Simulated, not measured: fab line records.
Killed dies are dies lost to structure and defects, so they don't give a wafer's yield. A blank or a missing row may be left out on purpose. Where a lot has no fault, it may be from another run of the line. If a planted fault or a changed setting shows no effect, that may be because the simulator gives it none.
fab line records :: flow nandHarc
[record]
  lots = 5
  wafers = 15
  lastDay = 33
route steps=1302 shown P_ZERO_WELL@29
lots that met no fault: from a run of the same line without faults
startH: hours from the record's first day to the start of the lot's first wafer shown :: waitH: how many hours have passed since the lot's step before this one :: " the same as in the row above :: L1.1+2: a row that stands for several wafers :: - either no value or no given start :: * or withheld: withheld :: < > ~ a bound
route shown NAME@n: NAME is a module with steps in the file, n the number in the route of the first one :: usual: average and standard deviation across the fault-free wafers :: same: alike in all rows :: chamber/n: place in a boat :: sites: the reading at each site :: _std_site: standard deviation across them :: _edge_site: the outer-site mean with the inner-site mean subtracted :: radiusMm: how far each site lies from the wafer's centre :: mask NAME#n: copy n :: behind: the last tool/chamber to shape the wafer :: hold: cause of the lot's hold/its duration in hours/its outcome :: device: transistor that didn't switch, given as n, p or np :: end of line: the same wafers' tests at the end of the route :: for a step that has no rows: nothing shown but its recipe :: killed: dies lost to structure and defects at the first sort, not the wafer's yield :: map: per-die view of a wafer (x killed, . not killed, _ where there is no die)
set.NAME: setting as actually run; set.NAME@STEP: the setting as run at that earlier step :: model.NAME: the simulator's own value behind a step, which no gauge read
lots at selected steps of the route; one table per step, one row per wafer
services: a tool's chamber out of use, with start hour (startH, from the record's first day; less than 0 if before it), hours out, and reason
[[steps]]
[step NHARC_P_ZERO_WELL_CD_MEAS_24]
[recipe]
  targetCdNm = 720
  landingEnergyEv = 500
[usual]
  cdNm = 720.7/1.6
lot.wafer: L516.2
tool: cdSem-02
chamber: 0
startH: 122.70
waitH: -
cdNm: 720.2

lot.wafer: L516.4
tool: cdSem-02
chamber: 0
startH: 122.70
waitH: -
cdNm: 721.2

lot.wafer: L516.5
tool: cdSem-02
chamber: 0
startH: 122.70
waitH: -
cdNm: 722.0

lot.wafer: L519.3
tool: cdSem-01
chamber: 0
startH: 152.46
waitH: -
cdNm: 720.4

lot.wafer: L519.4
tool: cdSem-01
chamber: 0
startH: 152.46
waitH: -
cdNm: 720.7

lot.wafer: L519.5
tool: cdSem-01
chamber: 0
startH: 152.46
waitH: -
cdNm: 719.4

lot.wafer: L520.2
tool: cdSem-03
chamber: 0
startH: 162.38
waitH: -
cdNm: 720.2

lot.wafer: L520.3
tool: cdSem-03
chamber: 0
startH: 162.38
waitH: -
cdNm: 720.9

lot.wafer: L520.6
tool: cdSem-03
chamber: 0
startH: 162.38
waitH: -
cdNm: 719.2

lot.wafer: L522.2
tool: cdSem-02
chamber: 0
startH: 182.47
waitH: -
cdNm: 723.6

lot.wafer: L522.5
tool: cdSem-02
chamber: 0
startH: 182.47
waitH: -
cdNm: 722.0

lot.wafer: L522.6
tool: cdSem-02
chamber: 0
startH: 182.47
waitH: -
cdNm: 722.4

lot.wafer: L529.2
tool: cdSem-01
chamber: 0
startH: 252.59
waitH: -
cdNm: 718.0

lot.wafer: L529.5
tool: cdSem-01
chamber: 0
startH: 252.59
waitH: -
cdNm: 720.3

lot.wafer: L529.6
tool: cdSem-01
chamber: 0
startH: 252.59
waitH: -
cdNm: 722.0
[step NHARC_P_ZERO_WELL_HARDBAKE_25]
[recipe]
  tempC = 125
  timeS = 80
[step NHARC_P_ZERO_WELL_DESCUM_26]
[recipe]
  timeS = 3
  o2FlowSccm = 200
  arFlowSccm = 0
  biasPowerW = 0
  chemistry = O2
[usual]
  drypumpMotorCurrentA = 6.0/0.42
  oesProductAu = 1.000/0.011
  rfVppV = 57.8/0.85
  showerheadPlenumPTorr = 1.91/0.077
  throttleValvePct = 11.311/0.0086
[same]
  biasPowerW = 0
lot.wafer: L516.2
tool: rieDiel-11
chamber: 2
startH: 122.86
waitH: -
drypumpMotorCurrentA: 5.4
oesProductAu: 1.007
rfHoursCounterH: 13
rfVppV: 56.3
showerheadPlenumPTorr: 1.77
throttleValvePct: 11.314

lot.wafer: L516.4
tool: rieDiel-11
chamber: 1
startH: 122.86
waitH: -
drypumpMotorCurrentA: 6.2
oesProductAu: 0.995
rfHoursCounterH: 3
rfVppV: 57.9
showerheadPlenumPTorr: 1.80
throttleValvePct: 11.318

lot.wafer: L516.5
tool: rieDiel-11
chamber: 3
startH: 122.86
waitH: -
drypumpMotorCurrentA: 5.8
oesProductAu: 1.010
rfHoursCounterH: -
rfVppV: 56.5
showerheadPlenumPTorr: 1.89
throttleValvePct: 11.320

lot.wafer: L519.4
tool: rieDiel-06
chamber: 3
startH: 152.62
waitH: -
drypumpMotorCurrentA: 6.0
oesProductAu: 1.008
rfHoursCounterH: 5
rfVppV: 58.8
showerheadPlenumPTorr: 1.92
throttleValvePct: 11.324

lot.wafer: L519.3
tool: rieDiel-06
chamber: 0
startH: 152.62
waitH: -
drypumpMotorCurrentA: 6.1
oesProductAu: 0.990
rfHoursCounterH: 5
rfVppV: 57.5
showerheadPlenumPTorr: 1.96
throttleValvePct: 11.316

lot.wafer: L519.5
tool: rieDiel-06
chamber: 3
startH: 152.62
waitH: -
drypumpMotorCurrentA: 6.0
oesProductAu: 1.001
rfHoursCounterH: -
rfVppV: 58.9
showerheadPlenumPTorr: 1.92
throttleValvePct: 11.310

lot.wafer: L520.3
tool: rieDiel-07
chamber: 3
startH: 162.55
waitH: -
drypumpMotorCurrentA: 5.6
oesProductAu: 1.014
rfHoursCounterH: 13
rfVppV: 57.9
showerheadPlenumPTorr: 1.89
throttleValvePct: 11.297

lot.wafer: L520.2
tool: rieDiel-07
chamber: 0
startH: 162.55
waitH: -
drypumpMotorCurrentA: 6.2
oesProductAu: 0.993
rfHoursCounterH: 11
rfVppV: 58.8
showerheadPlenumPTorr: 1.84
throttleValvePct: 11.312

lot.wafer: L520.6
tool: rieDiel-07
chamber: 2
startH: 162.55
waitH: -
drypumpMotorCurrentA: 5.7
oesProductAu: 0.998
rfHoursCounterH: -
rfVppV: 58.9
showerheadPlenumPTorr: 2.05
throttleValvePct: 11.325

lot.wafer: L522.2
tool: rieDiel-07
chamber: 2
startH: 182.65
waitH: -
drypumpMotorCurrentA: 5.7
oesProductAu: 0.997
rfHoursCounterH: 17
rfVppV: 57.8
showerheadPlenumPTorr: 2.05
throttleValvePct: 11.308

lot.wafer: L522.6
tool: rieDiel-07
chamber: 0
startH: 182.65
waitH: -
drypumpMotorCurrentA: 6.2
oesProductAu: 0.992
rfHoursCounterH: -
rfVppV: 56.2
showerheadPlenumPTorr: 1.84
throttleValvePct: 11.301

lot.wafer: L522.5
tool: rieDiel-07
chamber: 1
startH: 182.65
waitH: -
drypumpMotorCurrentA: 6.6
oesProductAu: 1.027
rfHoursCounterH: -
rfVppV: 57.7
showerheadPlenumPTorr: 1.82
throttleValvePct: 11.305

lot.wafer: L529.2
tool: rieDiel-06
chamber: 0
startH: 252.75
waitH: -
drypumpMotorCurrentA: 6.1
oesProductAu: 0.992
rfHoursCounterH: 30
rfVppV: 56.4
showerheadPlenumPTorr: 1.95
throttleValvePct: 11.301

lot.wafer: L529.6
tool: rieDiel-06
chamber: 0
startH: 252.75
waitH: -
drypumpMotorCurrentA: 6.1
oesProductAu: 0.990
rfHoursCounterH: -
rfVppV: 58.4
showerheadPlenumPTorr: 1.95
throttleValvePct: 11.290

lot.wafer: L529.5
tool: rieDiel-06
chamber: 1
startH: 252.75
waitH: -
drypumpMotorCurrentA: 6.2
oesProductAu: 0.996
rfHoursCounterH: -
rfVppV: 58.1
showerheadPlenumPTorr: 1.90
throttleValvePct: 11.307
[step NHARC_P_ZERO_WELL_IMPLANT_27]
[recipe]
  energyKev = 600
  doseCm2 = 1e+13
  tiltDeg = 7
[step NHARC_P_ZERO_WELL_IMPLANT_57]
[recipe]
  energyKev = 250
  doseCm2 = 4e+12
  tiltDeg = 7
[step NHARC_P_ZERO_WELL_IMPLANT_58]
[recipe]
  energyKev = 100
  doseCm2 = 2e+12
  tiltDeg = 7
[step NHARC_P_ZERO_WELL_STRIP_28]
[recipe]
  timeS = 840
  tempC = 130
  chemistry = SPM
[step NHARC_P_ZERO_WELL_DEHYDRATE_29]
[recipe]
  tempC = 150
  timeS = 120
[step NHARC_P_ZERO_WELL_HMDS_30]
[recipe]
  timeS = 30
[step NHARC_P_ZERO_WELL_COAT_31]
[recipe]
  spinRpm = withheld
[step NHARC_P_ZERO_WELL_SOFTBAKE_32]
[recipe]
  tempC = 122
  timeS = 95
[step NHARC_P_ZERO_WELL_EBR_33]
[step NHARC_P_ZERO_WELL_EXPOSE_34]
[recipe]
  na = 0.6
  targetCdNm = 720
  doseMj = 22.31
  maskId = P_PWELL
lot.wafer: L516.2+4+5
tool: krfScanner-01
chamber: 0
startH: 124.06
waitH: -
mask: P_PWELL#0

lot.wafer: L519.3+4+5
tool: krfScanner-02
chamber: 0
startH: 154.01
waitH: -
mask: P_NWELL#0

lot.wafer: L520.2+3+6
tool: krfScanner-02
chamber: 0
startH: 163.79
waitH: -
mask: P_PWELL#0

lot.wafer: L522.2+5+6
tool: krfScanner-01
chamber: 0
startH: 183.82
waitH: -
mask: P_PWELL#0

lot.wafer: L529.2+5+6
tool: krfScanner-02
chamber: 0
startH: 254.07
waitH: -
mask: P_PWELL#0
[step NHARC_P_ZERO_WELL_PEB_35]
[recipe]
  pebTempC = 118
  pebTimeS = 85
[step NHARC_P_ZERO_WELL_DEVELOP_36]
[recipe]
  timeS = 70
[step NHARC_P_ZERO_WELL_CD_MEAS_37]
[recipe]
  targetCdNm = 720
  landingEnergyEv = 500
[usual]
  cdNm = 719.8/1.5
lot.wafer: L516.2
tool: cdSem-01
chamber: 0
startH: 124.22
waitH: -
cdNm: 722.9

lot.wafer: L516.4
tool: cdSem-01
chamber: 0
startH: 124.22
waitH: -
cdNm: 721.5

lot.wafer: L516.5
tool: cdSem-01
chamber: 0
startH: 124.22
waitH: -
cdNm: 720.3

lot.wafer: L519.3
tool: cdSem-02
chamber: 0
startH: 154.16
waitH: -
cdNm: -

lot.wafer: L519.4
tool: cdSem-02
chamber: 0
startH: 154.16
waitH: -
cdNm: -

lot.wafer: L519.5
tool: cdSem-02
chamber: 0
startH: 154.16
waitH: -
cdNm: -

lot.wafer: L520.2
tool: cdSem-01
chamber: 0
startH: 163.95
waitH: -
cdNm: 717.5

lot.wafer: L520.3
tool: cdSem-01
chamber: 0
startH: 163.95
waitH: -
cdNm: 722.0

lot.wafer: L520.6
tool: cdSem-01
chamber: 0
startH: 163.95
waitH: -
cdNm: 719.9

lot.wafer: L522.2
tool: cdSem-02
chamber: 0
startH: 183.98
waitH: -
cdNm: 719.4

lot.wafer: L522.5
tool: cdSem-02
chamber: 0
startH: 183.98
waitH: -
cdNm: 719.9

lot.wafer: L522.6
tool: cdSem-02
chamber: 0
startH: 183.98
waitH: -
cdNm: 718.9

lot.wafer: L529.2
tool: cdSem-03
chamber: 0
startH: 254.22
waitH: -
cdNm: 721.9

lot.wafer: L529.5
tool: cdSem-03
chamber: 0
startH: 254.22
waitH: -
cdNm: 718.7

lot.wafer: L529.6
tool: cdSem-03
chamber: 0
startH: 254.22
waitH: -
cdNm: 721.0
[step NHARC_P_ZERO_WELL_HARDBAKE_38]
[recipe]
  tempC = 125
  timeS = 80
[[services]]
tool: rieDiel-06
chamber: 0
startH: 109.32
hours: -
kind: clean

tool: rieDiel-06
chamber: 1
startH: 109.32
hours: -
kind: clean

tool: rieDiel-06
chamber: 2
startH: 109.32
hours: -
kind: clean

tool: rieDiel-06
chamber: 3
startH: 109.32
hours: -
kind: clean

tool: krfScanner-02
chamber: 0
startH: 114.63
hours: -
kind: calibration

tool: rieDiel-06
chamber: 0
startH: 117.06
hours: 5.7
kind: repair

tool: rieDiel-07
chamber: -
startH: 117.25
hours: 9.0
kind: pm

tool: rieDiel-07
chamber: 0
startH: 117.25
hours: 9.0
kind: ventCycle

tool: rieDiel-07
chamber: 1
startH: 117.25
hours: 9.0
kind: ventCycle

tool: rieDiel-07
chamber: 2
startH: 117.25
hours: 9.0
kind: ventCycle

tool: rieDiel-07
chamber: 3
startH: 117.25
hours: 9.0
kind: ventCycle

tool: krfScanner-02
chamber: -
startH: 125.69
hours: 0.6
kind: repair

tool: rieDiel-07
chamber: 0
startH: 126.25
hours: -
kind: clean

tool: rieDiel-07
chamber: 1
startH: 126.25
hours: -
kind: clean

tool: rieDiel-07
chamber: 2
startH: 126.25
hours: -
kind: clean

tool: rieDiel-07
chamber: 3
startH: 126.25
hours: -
kind: clean

tool: rieDiel-07
chamber: -
startH: 129.42
hours: 1.1
kind: repair

tool: rieDiel-06
chamber: -
startH: 130.22
hours: 9.0
kind: pm

tool: krfScanner-01
chamber: -
startH: 140.00
hours: 4.0
kind: pm

tool: krfScanner-01
chamber: -
startH: 150.62
hours: 2.2
kind: repair

tool: rieDiel-11
chamber: 3
startH: 168.35
hours: 7.3
kind: repair

tool: krfScanner-01
chamber: -
startH: 182.04
hours: 0.5
kind: repair

tool: krfScanner-01
chamber: -
startH: 195.65
hours: 0.7
kind: repair

tool: krfScanner-01
chamber: -
startH: 238.95
hours: 0.6
kind: repair
[[key]]
[firstSign]
  step = NHARC_P_ZERO_WELL_EXPOSE_34
  reading = mask
  direction = changed
[effect]
  step = NHARC_P_ZERO_WELL_CD_MEAS_37
  reading = cdNm
  direction = missing
metAt NHARC_P_ZERO_WELL_EXPOSE_34
struckWafers L519.3,L519.4,L519.5
laterRowsLeftOut L519.3,L519.4,L519.5
sortLeftOut L519.3,L519.4,L519.5
testerLeftOut L519
[fault]
  kind = wrongMask
  tool = any
  chamber = -
  onsetH = 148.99
  steps = NHARC_P_ZERO_WELL_EXPOSE_34
  auxCopy = P_NWELL#0
  scope = struckLotsOnly
// testerLeftOut: of these lots the tester's yield and bins aren't shown, on N5 and GAA mostly nor the transistor test; their killed dies are dies lost to structure and defects alone, not to doping, threshold or leakage, so they don't give the yield
// sortLeftOut: the simulated sort isn't trusted on such a fault, so these wafers' sort isn't shown, and their yield isn't known
// laterRowsLeftOut: the simulator's readings of these wafers behind a module that went badly wrong aren't trusted and aren't shown, but for the sort
